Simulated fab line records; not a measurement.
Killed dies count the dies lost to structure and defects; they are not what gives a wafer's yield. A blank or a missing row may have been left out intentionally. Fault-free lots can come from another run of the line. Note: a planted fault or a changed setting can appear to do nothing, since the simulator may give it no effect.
A lot that was struck, set against a sound lot | flow n5 finfet | 34 out of 1938 route steps
Sound: the wafers L149.1, L149.3, L149.6. Struck: wafers L141.2, L141.5, L141.6. At the end, the cause is stated.
Each step with rows lists, per side, the tool, then ch with its chambers, then its first start. Under that, the readings that differ: sound wafers | struck wafers | difference of the means | sigmas: that difference in standard deviations of wafers without a fault.
alike: readings with means less than 2 such deviations apart, plus words and numbers identical on both sides. not compared: withheld readings, readings lacking a value on some wafer, bounds such as >300 that could conceal the same value, and numbers that have no deviation in the record and whose values overlap.
Wherever a step has rows on one side only, a row that says differs or no value, or a row with sigmas, the two part there. When numbers do not overlap yet have no deviation, they are printed without sigmas and do not part them. Lack of a reading on every wafer of one side parts them only where that side has two or more wafers.

first, 9 steps without rows for these wafers: N5_BEOL_M5_DESCUM_33 (chemistry O2, time 7 s); N5_BEOL_M5_ETCH_75 (etches underlayer in N2/H2, target depth 6.5 nm, time 5.2 s); N5_BEOL_M5_ETCH_67 (etches SiARC in CF4, target depth 15.6 nm, time 26 s); N5_BEOL_M5_ETCH_68 (etches SOC in N2/H2, target depth 80 nm, overetch 16 nm, time 120 s); N5_BEOL_M5_STRIP_69 (strips in N2/H2); N5_BEOL_M5_STRIP_76 (strips in N2/H2); N5_BEOL_M5_VIA_ETCH_34 (etches SiCOH lowk in C4F6/O2, target depth 88.3 nm, time 39.2 s); N5_BEOL_M5_STRIP_85 (strips in C4F6/O2); N5_BEOL_M5_STRIP_36 (strips in N2/H2).
N5_BEOL_M5_TRENCH_ETCH_37: etches SiCOH lowk in C4F6/O2, target depth 71.652 nm, time 24.7 s.
  sound on rie diel-04 ch 0,1, day 14 08:00; struck on rie diel-05 ch 1,2,3, day 11 13:50
  reading                             | sound             | struck            | difference | sigmas
  bias w (W)                          | 185.2 185.5 185.2 | 205.8 204.4 205.0 | +19.8      | +37
  rf vpp V (V)                        | 655 658 655       | 713 703 696       | +48        | +4
  model.etch.depth nm (nm)            | 71.25 70.89 71.42 | 73.42 74.18 75.12 | +3.05      |
  model.BEOL_M5.feature depth nm (nm) | 71.2 70.8 71.4    | 73.4 74.2 75.2    | +3.1       |
  alike: O2_flow_sccm, drypump motor current A, oes product au, showerhead plenum p Torr, throttle valve pct
  not compared: rf hours counter h
then, 23 steps without rows for these wafers: N5_BEOL_M5_ETCH_41 (etches SiCN in CH3F/O2, target depth 31.5 nm, time 56.7 s); N5_BEOL_M5_STRIP_91 (strips in N2/H2, time 10 s); N5_BEOL_M5_HM_STRIP_39 (strips TiN in peroxide tin strip, target depth 25 nm, time 158 s); N5_BEOL_M5_SRD_40 (time 30 s); N5_BEOL_M5_PRECLEAN_42 (cleans in residue remover, time 60 s); N5_BEOL_M5_SRD_43 (time 30 s); N5_BEOL_M5_CURE_80 (cures SiCOH lowk, time 120 s); N5_BEOL_M5_DEGAS_44 (time 60 s); N5_BEOL_M5_PRE_CLEAN_45 (time 30 s); N5_BEOL_M5_ALD_86 (deposits TaN, pulse time 2 s, purge time 3 s, co reactant purge time 2 s); N5_BEOL_M5_SURFACE_TREAT_87; N5_BEOL_M5_CVD_47 (deposits Co from CCTBA/H2, target thk 3 nm, time 216 s); N5_BEOL_M5_SPUTTER_48 (material Cu, target thk 15 nm, time 27.62 s); N5_BEOL_M5_ANNEAL_49 (time 1800 s); N5_BEOL_M5_SPUTTER_81 (material Cu, target thk 15 nm, time 27.62 s); N5_BEOL_M5_ANNEAL_82 (time 1800 s); N5_BEOL_M5_SPUTTER_83 (material Cu, target thk 15 nm, time 27.62 s); N5_BEOL_M5_ANNEAL_84 (time 1800 s); N5_BEOL_M5_SPUTTER_88 (material Cu, target thk 15 nm, time 27.62 s); N5_BEOL_M5_ANNEAL_89 (time 1800 s); N5_BEOL_M5_SPUTTER_90 (material Cu, target thk 4.5 nm, time 8.29 s); N5_BEOL_M5_ECD_50 (material Cu, target thk 300 nm); N5_BEOL_M5_ANNEAL_51 (time 90 s).
N5_BEOL_M5_CMP_52: polishes, stops on SiCOH lowk, t overpolish 6.9 s, target thk 62 nm.
  sound on cmp-02 ch 1,2, day 14 15:38; struck on cmp-03 ch 0,1,2, day 11 21:13
  reading                                | sound          | struck         | difference | sigmas
  model.Cu_of_BEOL_M5_ECD_50.thk nm (nm) | 63.8 62.2 63.6 | 64.4 65.2 67.2 | +2.4       |
  alike: barrier field endpoint s, motor current A, overpolish run s, time to endpoint s

WHERE THEY PART
Within this record, at N5_BEOL_M5_TRENCH_ETCH_37 only. Later steps at which nothing parts them and some readings are alike: N5_BEOL_M5_CMP_52.

WHY: what the simulator had put in
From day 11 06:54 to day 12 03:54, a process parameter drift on rie diel-05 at N5_BEOL_M5_TRENCH_ETCH_37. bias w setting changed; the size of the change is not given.
